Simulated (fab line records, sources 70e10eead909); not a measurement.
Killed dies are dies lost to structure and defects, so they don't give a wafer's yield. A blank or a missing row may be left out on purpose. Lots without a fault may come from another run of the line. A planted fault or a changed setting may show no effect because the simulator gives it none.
Problem report in the 8D (eight disciplines) form, filled by code | flow nand_harc | the parts of the form that need people (team, actions taken, sign-off) are left out

1. THE PROBLEM
cd_nm at NHARC_P_GATE_CD_MEAS_91 reads a mean of 2048.2 nm on 9 wafers of 3 lots; wafers without a fault read 1999.9 nm with a standard deviation of 2.5. That is +19 standard deviations from the usual mean.
The step: target cd 2000 nm.
First seen on wafer L146.1, day 13 20:15, on cd_sem-02. The record holds 36 wafers of 12 lots with a number at this step. Rule for "out", or "out of limits": more than 4 standard deviations from the usual mean. The other wafers with a number count as sound.

2. WHAT IT IS AND WHAT IT IS NOT
question                    | is                     | is not
which readings at this step | cd_nm                  | -
which lots                  | L146, L147, L149       | L126, L129, L130, L131, L132, L133, L134, L135, L148
which wafers of those lots  | all that have a number | -
read on which gauges        | cd_sem-01, cd_sem-02   | -
when                        | from day 13 20:15      | up to then (24 sound wafers); but 3 sound wafers of L148 came after

3. SUSPECTS, AND WHAT RULES EACH OUT
Counting: a tool at a process step up to the reading stays a suspect if it ran every lot that is out and no sound lot after the first of them.
- the gauge at NHARC_P_GATE_CD_MEAS_91: ruled out. The wafers that are out were read on 2 gauges (cd_sem-01, cd_sem-02).
- krf_scanner-04 at NHARC_P_GATE_EXPOSE_88 (exposes mask P HVN, target cd 2000 nm): kept. It ran every lot that is out, first L146 (day 13 20:05), and no sound lot after that; its last sound lot up to then is L135 (day 9 14:24). Its own readings are out on those wafers: exposure_dose_mJ_cm2.
Left after counting: krf_scanner-04 at NHARC_P_GATE_EXPOSE_88.

4. THE CAUSE (what the simulator had put in)
Process parameter drift: krf_scanner-04, from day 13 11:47 on, at NHARC_P_GATE_EXPOSE_88. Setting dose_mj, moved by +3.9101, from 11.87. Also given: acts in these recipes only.
Counting left only this tool.

5. THE CHAIN OF EFFECTS, in route order
Each row: a reading whose mean over the struck wafers that have a number lies more than 3 standard deviations from the usual. Only readings for which the record gives a usual standard deviation are gone through. hours: the time from each lot's start at the first step in this table that gives one to its start at this step, as a median over the lots. sigmas: the change in usual standard deviations.
hours | step                    | reading              | usual     | on struck wafers | change | sigmas
0     | NHARC_P_GATE_EXPOSE_88  | exposure_dose_mJ_cm2 | 11.868    | 15.779           | +3.911 | +99 or more
0     | NHARC_P_GATE_CD_MEAS_91 | cd_nm                | 1999.9 nm | 2048.2           | +48.3  | +19
The process steps in it:
- NHARC_P_GATE_EXPOSE_88: exposes mask P HVN, target cd 2000 nm.
Later measuring or inspecting steps at which every struck wafer that the step has a row for has a number for every such reading, and none has moved that far: NHARC_END_SORT_01.

6. WHAT WOULD HAVE CAUGHT IT SOONER
In this record the first reading out of limits at a measuring or inspecting step was taken at day 13 20:15, 8 hours after the fault began at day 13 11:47.
The tool's own readings at NHARC_P_GATE_EXPOSE_88 were out on every struck wafer that the step has a row for (exposure_dose_mJ_cm2): an alarm limit on them would have fired on the first of those.
Of the lots that are out (3), L147, L149 began NHARC_P_GATE_EXPOSE_88 on krf_scanner-04 after day 13 20:15. A hold on the tool at that time would have spared those 2.
